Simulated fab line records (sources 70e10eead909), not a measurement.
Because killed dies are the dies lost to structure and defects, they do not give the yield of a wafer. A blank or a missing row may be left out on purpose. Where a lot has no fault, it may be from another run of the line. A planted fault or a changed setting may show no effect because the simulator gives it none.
Which tool is to blame?    flow nand harc    24 lots with 72 wafers sampled at 6 steps, on a route of 1302 steps

== WHAT THE GAUGES READ, wafer by wafer ==
NHARC_P_M2_CD_MEAS_09 targets a cd of 170 nm.
lot   measured      on         cd nm (nm)
L074  day 6 10:35   cd sem-02  169.9 170.6 170.4
L075  day 6 18:02   cd sem-01  170.6 170.1 170.5
L076  day 7 09:28   cd sem-03  170.7 170.2 170.7
L077  day 7 11:38   cd sem-01  169.8 170.7 170.8
L078  day 8 05:36   cd sem-01  169.9 169.7 170.1
L079  day 8 13:42   cd sem-03  170.4 170.6 170.0
L081  day 9 05:50   cd sem-01  169.2 170.1 169.6
L080  day 9 09:19   cd sem-03  170.0 169.4 170.1
L082  day 9 15:04   cd sem-01  170.4 170.0 169.9
L083  day 10 06:07  cd sem-03  169.0 169.6 170.2
L084  day 10 10:37  cd sem-02  171.1 169.8 170.9
L085  day 10 22:22  cd sem-03  170.5 170.8 169.9
L086  day 11 07:34  cd sem-03  170.0 169.9 170.3
L088  day 12 09:39  cd sem-03  170.5 170.9 169.0
L087  day 12 10:05  cd sem-01  170.4 169.8 169.7
L089  day 12 17:20  cd sem-01  170.3 170.3 170.4
L090  day 13 04:25  cd sem-03  170.8 171.0 171.3
L091  day 13 19:31  cd sem-01  170.2 171.1 170.0
L092  day 13 20:08  cd sem-03  169.4 169.8 169.3
L093  day 14 07:44  cd sem-01  170.0 169.5 170.2
L094  day 14 19:39  cd sem-03  169.7 170.2 170.3
L095  day 15 00:48  cd sem-02  168.6 169.8 169.0
L096  day 15 20:07  cd sem-01  170.6 171.0 171.0
L097  day 16 02:43  cd sem-01  170.6 170.2 170.6

NHARC_P_BONDPAD_THK_MEAS_33: measures by ellipsometry.
lot   measured      on             thk nm (nm)
L074  day 6 14:43   film metro-02  198.3 199.4 199.3
L075  day 6 22:20   film metro-01  200.7 202.5 201.0
L076  day 7 13:29   film metro-01  200.8 202.1 203.1
L077  day 7 15:38   film metro-02  200.4 201.0 199.5
L078  day 8 09:34   film metro-02  199.6 198.6 197.7
L079  day 8 17:44   film metro-01  199.2 200.3 199.4
L081  day 9 09:50   film metro-01  198.6 198.3 201.2
L080  day 9 13:32   film metro-02  198.3 200.7 200.0
L082  day 9 19:03   film metro-02  201.2 200.8 198.4
L083  day 10 10:06  film metro-02  201.8 201.1 198.7
L084  day 10 14:35  film metro-01  198.5 198.6 196.1
L085  day 11 02:20  film metro-01  197.7 198.1 198.9
L086  day 11 11:41  film metro-01  199.0 199.4 197.2
L088  day 12 13:46  film metro-02  200.3 197.4 197.1
L087  day 12 14:05  film metro-02  199.1 201.9 200.2
L089  day 12 21:38  film metro-02  200.9 199.0 197.9
L090  day 13 08:24  film metro-02  201.7 201.2 199.4
L091  day 13 23:32  film metro-01  202.5 201.4 201.4
L092  day 14 00:11  film metro-01  199.9 199.4 201.3
L093  day 14 11:47  film metro-01  200.2 200.4 198.7
L094  day 14 23:38  film metro-02  198.7 199.3 199.4
L095  day 15 04:47  film metro-02  198.4 199.3 200.3
L096  day 16 00:11  film metro-02  201.1 197.8 200.3
L097  day 16 06:42  film metro-02  203.1 202.3 198.8

== TOOL THAT RAN EACH LOT (tool first, then ch and the chambers of the sampled wafers, then the start) ==
lot   NHARC_P_CONTACT_CVD_23                    NHARC_P_M0_PVD_21                        NHARC_P_M1_PVD_20                        NHARC_P_M2_PVD_20
L074  cvd w-02 ch 0,1, day 6 10:35 or earlier   pvd sputter-02, day 6 10:35 or earlier   pvd sputter-03, day 6 10:35 or earlier   pvd sputter-02, day 6 14:43 or earlier
L075  cvd w-01 ch 0,1, day 6 18:02 or earlier   pvd sputter-03, day 6 18:02 or earlier   pvd sputter-01, day 6 18:02 or earlier   pvd sputter-03, day 6 22:20 or earlier
L076  cvd w-02 ch 0,1, day 7 09:28 or earlier   pvd sputter-02, day 7 09:28 or earlier   pvd sputter-03, day 7 09:28 or earlier   pvd sputter-01, day 7 13:29 or earlier
L077  cvd w-01 ch 0,1, day 7 11:38 or earlier   pvd sputter-03, day 7 11:38 or earlier   pvd sputter-03, day 7 11:38 or earlier   pvd sputter-01, day 7 15:38 or earlier
L078  cvd w-01 ch 0,1, day 8 05:36 or earlier   pvd sputter-02, day 8 05:36 or earlier   pvd sputter-02, day 8 05:36 or earlier   pvd sputter-01, day 8 09:34 or earlier
L079  cvd w-01 ch 0,1, day 8 13:42 or earlier   pvd sputter-02, day 8 13:42 or earlier   pvd sputter-02, day 8 13:42 or earlier   pvd sputter-01, day 8 15:04
L081  cvd w-02 ch 0,1, day 9 05:50 or earlier   pvd sputter-02, day 9 05:50 or earlier   pvd sputter-02, day 9 05:50 or earlier   pvd sputter-03, day 9 09:50 or earlier
L080  cvd w-02 ch 0,1, day 9 09:19 or earlier   pvd sputter-03, day 9 09:19 or earlier   pvd sputter-01, day 9 09:19 or earlier   pvd sputter-01, day 9 13:32 or earlier
L082  cvd w-02 ch 0,1, day 9 15:04 or earlier   pvd sputter-02, day 9 15:04 or earlier   pvd sputter-02, day 9 15:04 or earlier   pvd sputter-02, day 9 19:03 or earlier
L083  cvd w-02 ch 0,1, day 10 06:07 or earlier  pvd sputter-02, day 10 06:07 or earlier  pvd sputter-02, day 10 06:07 or earlier  pvd sputter-02, day 10 10:06 or earlier
L084  cvd w-02 ch 0,1, day 10 10:37 or earlier  pvd sputter-01, day 10 10:37 or earlier  pvd sputter-01, day 10 10:37 or earlier  pvd sputter-02, day 10 14:35 or earlier
L085  cvd w-02 ch 0, day 10 22:22 or earlier    pvd sputter-02, day 10 22:22 or earlier  pvd sputter-03, day 10 22:22 or earlier  pvd sputter-02, day 11 02:20 or earlier
L086  cvd w-01 ch 0,1, day 11 07:34 or earlier  pvd sputter-01, day 11 07:34 or earlier  pvd sputter-02, day 11 07:34 or earlier  pvd sputter-02, day 11 11:41 or earlier
L088  cvd w-02 ch 0,1, day 12 09:39 or earlier  pvd sputter-03, day 12 09:39 or earlier  pvd sputter-01, day 12 09:39 or earlier  pvd sputter-03, day 12 13:46 or earlier
L087  cvd w-01 ch 0,1, day 12 10:05 or earlier  pvd sputter-02, day 12 10:05 or earlier  pvd sputter-03, day 12 10:05 or earlier  pvd sputter-01, day 12 14:05 or earlier
L089  cvd w-01 ch 0,1, day 12 17:20 or earlier  pvd sputter-03, day 12 17:20 or earlier  pvd sputter-03, day 12 17:20 or earlier  pvd sputter-03, day 12 21:38 or earlier
L090  cvd w-01 ch 0,1, day 13 04:25 or earlier  pvd sputter-03, day 13 04:25 or earlier  pvd sputter-03, day 13 04:25 or earlier  pvd sputter-02, day 13 08:24 or earlier
L091  cvd w-02 ch 0,1, day 13 19:31 or earlier  pvd sputter-02, day 13 19:31 or earlier  pvd sputter-02, day 13 19:31 or earlier  pvd sputter-01, day 13 23:32 or earlier
L092  cvd w-01 ch 0,1, day 13 20:08 or earlier  pvd sputter-03, day 13 20:08 or earlier  pvd sputter-03, day 13 20:08 or earlier  pvd sputter-02, day 14 00:11 or earlier
L093  cvd w-01 ch 0,1, day 14 07:44 or earlier  pvd sputter-01, day 14 07:44 or earlier  pvd sputter-02, day 14 07:44 or earlier  pvd sputter-01, day 14 11:47 or earlier
L094  cvd w-01 ch 0,1, day 14 16:39 or earlier  pvd sputter-02, day 14 16:39 or earlier  pvd sputter-03, day 14 16:39             pvd sputter-03, day 14 23:38 or earlier
L095  cvd w-02 ch 0,1, day 15 00:48 or earlier  pvd sputter-01, day 15 00:48 or earlier  pvd sputter-01, day 15 00:48 or earlier  pvd sputter-02, day 15 04:47 or earlier
L096  cvd w-02 ch 0,1, day 15 20:07 or earlier  pvd sputter-01, day 15 20:07 or earlier  pvd sputter-02, day 15 20:07 or earlier  pvd sputter-02, day 16 00:11 or earlier
L097  cvd w-02 ch 0,1, day 16 02:43 or earlier  pvd sputter-02, day 16 02:43 or earlier  pvd sputter-01, day 16 02:43 or earlier  pvd sputter-01, day 16 06:42 or earlier
- NHARC_P_CONTACT_CVD_23: deposits W, target thk 200 nm, time 557 s.
- NHARC_P_M0_PVD_21: deposits Cu, target thk 30 nm, time 20.49 s.
- NHARC_P_M1_PVD_20: deposits TaN, target thk 5 nm, time 8.06 s.
- NHARC_P_M2_PVD_20: deposits TaN, target thk 5 nm, time 8.06 s.

== WHAT THE TOOLS THEMSELVES READ (means of the sampled wafers that have a number; where no wafer has one, the mark that the record gives instead) ==
NHARC_P_CONTACT_CVD_23.
lot   tool      heater power w (W)  throttle valve pct (%)
L074  cvd w-02  486                 8.3
L075  cvd w-01  492                 8.3
L076  cvd w-02  475                 8.1
L077  cvd w-01  488                 8.5
L078  cvd w-01  507                 8.3
L079  cvd w-01  509                 8.3
L081  cvd w-02  479                 8.1
L080  cvd w-02  483                 8.5
L082  cvd w-02  503                 8.3
L083  cvd w-02  484                 8.3
L084  cvd w-02  494                 8.5
L085  cvd w-02  505                 8.7
L086  cvd w-01  512                 8.1
L088  cvd w-02  490                 8.4
L087  cvd w-01  505                 8.1
L089  cvd w-01  519                 8.0
L090  cvd w-01  502                 8.3
L091  cvd w-02  480                 8.0
L092  cvd w-01  511                 8.1
L093  cvd w-01  513                 8.1
L094  cvd w-01  503                 8.4
L095  cvd w-02  496                 8.4
L096  cvd w-02  485                 8.1
L097  cvd w-02  477                 8.2

NHARC_P_M0_PVD_21.
lot   tool            throttle valve pct (%)
L074  pvd sputter-02  29.7
L075  pvd sputter-03  29.6
L076  pvd sputter-02  29.1
L077  pvd sputter-03  29.5
L078  pvd sputter-02  29.6
L079  pvd sputter-02  29.3
L081  pvd sputter-02  29.3
L080  pvd sputter-03  30.1
L082  pvd sputter-02  28.9
L083  pvd sputter-02  30.0
L084  pvd sputter-01  29.5
L085  pvd sputter-02  29.8
L086  pvd sputter-01  29.8
L088  pvd sputter-03  29.7
L087  pvd sputter-02  29.4
L089  pvd sputter-03  29.8
L090  pvd sputter-03  29.4
L091  pvd sputter-02  29.6
L092  pvd sputter-03  29.9
L093  pvd sputter-01  29.4
L094  pvd sputter-02  29.8
L095  pvd sputter-01  29.3
L096  pvd sputter-01  29.8
L097  pvd sputter-02  30.0

NHARC_P_M1_PVD_20.
lot   tool            bias v (V)  throttle valve pct (%)
L074  pvd sputter-03  168.9       30.1
L075  pvd sputter-01  168.2       29.6
L076  pvd sputter-03  170.4       30.0
L077  pvd sputter-03  168.6       30.0
L078  pvd sputter-02  169.0       29.5
L079  pvd sputter-02  167.6       29.4
L081  pvd sputter-02  167.7       29.8
L080  pvd sputter-01  167.7       29.7
L082  pvd sputter-02  169.1       29.4
L083  pvd sputter-02  169.9       29.9
L084  pvd sputter-01  167.5       30.3
L085  pvd sputter-03  169.8       29.6
L086  pvd sputter-02  169.8       29.2
L088  pvd sputter-01  169.7       29.6
L087  pvd sputter-03  169.4       29.5
L089  pvd sputter-03  167.0       29.6
L090  pvd sputter-03  169.3       29.3
L091  pvd sputter-02  168.4       29.7
L092  pvd sputter-03  170.3       29.9
L093  pvd sputter-02  168.1       29.7
L094  pvd sputter-03  167.7       29.3
L095  pvd sputter-01  166.0       29.3
L096  pvd sputter-02  169.1       29.7
L097  pvd sputter-01  169.2       29.8

NHARC_P_M2_PVD_20.
lot   tool            bias v (V)  throttle valve pct (%)
L074  pvd sputter-02  166.1       29.3
L075  pvd sputter-03  169.2       30.1
L076  pvd sputter-01  167.4       29.6
L077  pvd sputter-01  168.3       29.2
L078  pvd sputter-01  168.3       29.8
L079  pvd sputter-01  167.7       29.6
L081  pvd sputter-03  170.2       29.6
L080  pvd sputter-01  168.0       29.3
L082  pvd sputter-02  167.4       29.4
L083  pvd sputter-02  168.4       29.0
L084  pvd sputter-02  169.5       29.8
L085  pvd sputter-02  168.9       29.8
L086  pvd sputter-02  171.0       29.9
L088  pvd sputter-03  168.6       29.8
L087  pvd sputter-01  168.5       29.4
L089  pvd sputter-03  168.0       29.1
L090  pvd sputter-02  169.6       29.8
L091  pvd sputter-01  167.9       29.4
L092  pvd sputter-02  168.7       29.8
L093  pvd sputter-01  166.6       29.3
L094  pvd sputter-03  169.7       29.8
L095  pvd sputter-02  168.6       29.7
L096  pvd sputter-02  169.3       29.7
L097  pvd sputter-01  169.0       29.2

== THE ANSWER, worked out from the rows above alone ==
Rule: what is usual is taken from the lots themselves. The widest of any qualifying gaps counts: lots, ordered by their means at a reading, are off when they make up no more than a third of the lots, leave a main group of 4 or more, and stand apart from it by 3 or more times the standard deviation of that group's means. Not used: any main group whose means are identical at the precision the tables above print for the reading. A lot without any number at a reading at which 4 lots or more have one is off too. Any other lot the step has rows for is counted as sound. Order of review: gauges by route order, followed by the tools' own readings, for which a lot's mean as printed above is used. The first step at which some lot is off is used, and at that step the reading that is off furthest; a lot without a number counts as furthest.
No lot is off at any reading shown: from this, nothing can be told.

== WHAT THE SIMULATOR PUT IN ==
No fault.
